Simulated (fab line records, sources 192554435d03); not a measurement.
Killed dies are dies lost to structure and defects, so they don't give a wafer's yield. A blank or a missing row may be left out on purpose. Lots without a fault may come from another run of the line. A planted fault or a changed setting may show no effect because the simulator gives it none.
Split-lot experiment | flow n5_finfet | 7 lots, 39 wafers read, on a route of 1938 steps

THE SPLIT
At N5_DUMMY_GATE_ETCH_37 (etches SOC in N2/H2, target depth 60 nm, overetch 30 nm), the setting source_w was moved away from the recipe's 840 W on 18 of the 39 wafers read, by -13.8% to +14.5%. The other wafers ran this setting at the recipe's value.

The reading is taken at the split's own step.

THE READING
rf_vpp_V, in V, at N5_DUMMY_GATE_ETCH_37 (etches SOC in N2/H2, target depth 60 nm, overetch 30 nm). Fault-free wafers of this fab line usually give 523.8 V, standard deviation 2.4 V.

wafer  | tool, chamber at the split | source_w as run, W | against the recipe | rf_vpp_V, V | against lot-mates on the recipe
L075.1 | rie_diel-03, 3             | 840                | recipe             | 525.4       | -
L075.2 | rie_diel-03, 1             | 733.3              | -12.7%             | 551.6       | +25.5
L075.3 | rie_diel-03, 0             | 840                | recipe             | 525.0       | -
L075.4 | rie_diel-03, 2             | 733.3              | -12.7%             | 548.2       | +22.1
L075.5 | rie_diel-03, 1             | 840                | recipe             | 527.9       | -
L075.6 | rie_diel-03, 2             | 733.3              | -12.7%             | 547.8       | +21.7
L076.1 | rie_diel-01, 1             | 840                | recipe             | 529.6       | -
L076.2 | rie_diel-01, 0             | 840                | recipe             | 525.0       | -
L076.3 | rie_diel-01, 3             | 962                | +14.5%             | 499.8       | -26.8
L076.4 | rie_diel-01, 0             | 840                | recipe             | 525.1       | -
L076.5 | rie_diel-01, 3             | 962                | +14.5%             | 498.8       | -27.8
L076.6 | rie_diel-01, 1             | 962                | +14.5%             | 505.4       | -21.2
L077.1 | rie_diel-02, 1             | 840                | recipe             | 520.8       | -
L077.2 | rie_diel-02, 2             | 840                | recipe             | 524.8       | -
L077.3 | rie_diel-02, 0             | 747                | -11.1%             | 542.3       | +19.8
L077.4 | rie_diel-02, 3             | 747                | -11.1%             | 541.2       | +18.7
L077.5 | rie_diel-02, 3             | 747                | -11.1%             | 542.4       | +19.9
L077.6 | rie_diel-02, 2             | 840                | recipe             | 522.0       | -
L093.1 | rie_diel-03, 1             | 755                | -10.1%             | 545.2       | +21.3
L093.2 | rie_diel-03, 0             | 840                | recipe             | 522.4       | -
L093.3 | rie_diel-03, 3             | 840                | recipe             | 525.9       | -
L093.4 | rie_diel-03, 0             | 840                | recipe             | 523.4       | -
L093.5 | rie_diel-03, 3             | 755                | -10.1%             | 543.6       | +19.7
L093.6 | rie_diel-03, 1             | 755                | -10.1%             | 545.6       | +21.7
L094.1 | rie_diel-03, 3             | 724.6              | -13.7%             | 551.2       | +26.8
L094.2 | rie_diel-03, 1             | 840                | recipe             | 526.9       | -
L094.3 | rie_diel-03, 2             | 840                | recipe             | 523.3       | -
L094.4 | rie_diel-03, 0             | 724.6              | -13.7%             | 551.2       | +26.8
L094.5 | rie_diel-03, 3             | 724.6              | -13.7%             | 551.0       | +26.6
L094.6 | rie_diel-03, 0             | 840                | recipe             | 523.1       | -
L095.1 | rie_diel-01, 1             | 840                | recipe             | 527.8       | -
L095.4 | rie_diel-01, 1             | 840                | recipe             | 528.2       | -
L095.5 | rie_diel-01, 2             | 840                | recipe             | 524.9       | -
L092.1 | rie_diel-02, 3             | 840                | recipe             | 520.9       | -
L092.2 | rie_diel-02, 1             | 840                | recipe             | 521.2       | -
L092.3 | rie_diel-02, 0             | 724                | -13.8%             | 548.8       | +27.5
L092.4 | rie_diel-02, 2             | 724                | -13.8%             | 549.5       | +28.2
L092.5 | rie_diel-02, 1             | 840                | recipe             | 521.8       | -
L092.6 | rie_diel-02, 0             | 724                | -13.8%             | 549.6       | +28.3

THE FIT
A straight line over all 39 wafers: rf_vpp_V changes by -1.77 V for each +1% of source_w; r = -0.98; the points scatter about the line by 2.5 V.
The same after taking each lot's own level away (the mean of its wafers on the recipe; 39 wafers): -1.86 V for each +1%; r = -0.99; scatter 1.9 V.
On that fit, the largest move of source_w shifts the reading by 27 V.
The lots' own levels span 521.30 to 526.97 V, that is 2.4 times the standard deviation above.
So the lot-to-lot level changes the slope little: the two slopes agree.
Check: with one of the wafers moved furthest among these (+14.5%) left out of the fit, the line predicts -26.6 V for it against its lot-mates. It came out at -26.8 V against them.
Tool readings at the split's step, against how far the setting was moved: rf_vpp_V r = -0.98.

OTHER SPLITS ON THESE WAFERS
These wafers also went through other splits before the reading. Each is held against what the fit with the lots' levels taken away leaves over:
other split on the same wafers | wafers away from the commonest value | r with rf_vpp_V (lot level and that fit taken away)
N5_FIN_CUT_CUT_ETCH_26 time_s  | 15                                   | -0.05

THE FILE'S OWN FIT
rf_vpp_V changes by -1.88 V for each +1% of source_w, r = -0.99.
